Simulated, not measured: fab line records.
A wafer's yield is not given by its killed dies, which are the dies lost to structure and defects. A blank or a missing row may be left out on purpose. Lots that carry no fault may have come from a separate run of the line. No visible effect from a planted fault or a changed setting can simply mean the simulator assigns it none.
8D (eight disciplines) problem report, filled in by code    flow n5-finfet    the parts of the form that need people (team, actions taken, sign-off) are left out

## 1. THE ISSUE
Wafers without a fault read 207 with a standard deviation of 46, while raw-defect-count at N5_MOL_CONTACT_COAG_INSPECT_42 averages 1468 across 2 wafers of 1 lot. That is +27 standard deviations from the usual mean.
The step: inspects for defects (brightfield).
The first sign was on wafer L312.1 at day 7 13:05, on defect-inspect-01. The record holds 26 wafers of 9 lots with a number at this step. Rule for "out", or "out of limits": more than 4 standard deviations from the usual mean. All remaining wafers that have a number are taken as sound.

## 2. WHAT THIS IS AND IS NOT
question                     is                 is not
which readings at this step  raw-defect-count   -
which lots                   L312               L302, L303, L305, L307, L321, L323, L324, L325
which wafers of those lots   L312.1, L312.6     L312.5
read on which gauges         defect-inspect-01  defect-inspect-02
when                         from day 7 13:05   up to then (12 sound wafers); but 12 sound wafers of L321, L323, L324, L325 came after

## 3. SUSPECTS, AND WHAT RULES EACH OUT
Counting: if a tool at a process step up to the reading ran every lot that is out, it stays a suspect. Sound lots after the first of them don't rule it out here, since some wafers of a struck lot are sound.
- the gauge at N5_MOL_CONTACT_COAG_INSPECT_42 is ruled out. All the wafers that are out were read on defect-inspect-01, but those of them that N5_PASSIVATION_PROBE_49 has rows for are out there too, on other tools.
- rie-diel-05 at N5_MOL_CONTACT_COAG_DESCUM_88 (chemistry O2, time 7 s): kept. It processed L312, the lot that is out, at day 7 11:52, and its most recent sound lot before then was L307 at day 6 07:11.
- plasma-asher-02 at N5_MOL_CONTACT_COAG_STRIP_119 (strips in N2/H2, time 30 s): kept. It processed L312, the lot that is out, at day 7 12:32, and its most recent sound lot before then was L305 at day 6 03:34.
- Within rie-diel-05 at N5_MOL_CONTACT_COAG_DESCUM_88: the wafers that are out ran in chambers 1, 3; their sound lot-mates ran in chamber 0.
- Within plasma-asher-02 at N5_MOL_CONTACT_COAG_STRIP_119: the wafers that are out ran in chamber 0; their sound lot-mates ran in chamber 1.
Remaining after the count are rie-diel-05 at N5_MOL_CONTACT_COAG_DESCUM_88 and plasma-asher-02 at N5_MOL_CONTACT_COAG_STRIP_119.

## 4. THE CAUSE (what the simulator had put in)
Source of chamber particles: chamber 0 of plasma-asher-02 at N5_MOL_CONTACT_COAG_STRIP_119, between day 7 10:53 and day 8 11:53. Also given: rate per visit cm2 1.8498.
Counting left 2 suspects, and this tool is among them.

## 5. THE CHAIN OF EFFECTS, in route order
Each row: a reading whose mean over the struck wafers that have a number lies more than 3 standard deviations from the usual. Only readings for which the record gives a usual standard deviation are gone through. hours: the time from each lot's start at the first step in this table that gives one to its start at this step, as a median over the lots. sigmas: the change in usual standard deviations.
hours  step                            reading               usual   on struck wafers  change  sigmas
0      N5_MOL_CONTACT_COAG_INSPECT_42  raw-defect-count      207     1468              +1260   +27
196    N5_PASSIVATION_PROBE_49         defect-limited-yield  91.6 %  79.0              -12.6   -9.0
196    N5_PASSIVATION_PROBE_49         killed-at-contacts    13      161               +148    +25
196    N5_PASSIVATION_PROBE_49         killed-dies           99      248               +149    +9.3
196    N5_PASSIVATION_PROBE_49         sort_bin_5_function   4.9 %   13.1              +8.2    +9.1
196    N5_PASSIVATION_PROBE_49         sort-n-pass           1081    932               -149    -8.8
196    N5_PASSIVATION_PROBE_49         sort-yield-pct        91.6 %  79.0              -12.6   -9.0
It contains these process steps:
- N5_PASSIVATION_PROBE_49
Later steps that measure or inspect, where all struck wafers having a row at the step show a number for every such reading and not one has moved that far: N5_BEOL_M4_RC_MEAS_101.

## 6. WHAT WOULD HAVE CAUGHT IT SOONER
2 hours passed between the start of the fault at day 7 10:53 and the first reading out of limits at a measuring or inspecting step in this record, taken at day 7 13:05.
Of the tool readings at N5_MOL_CONTACT_COAG_STRIP_119 for which the record gives a usual standard deviation, none was out on any struck wafer, so an alarm limit of 4 standard deviations on them would not have fired.
By day 7 13:05, every lot that is out (1) had started N5_MOL_CONTACT_COAG_STRIP_119 on plasma-asher-02. None of them would have been spared by holding the tool at that moment.
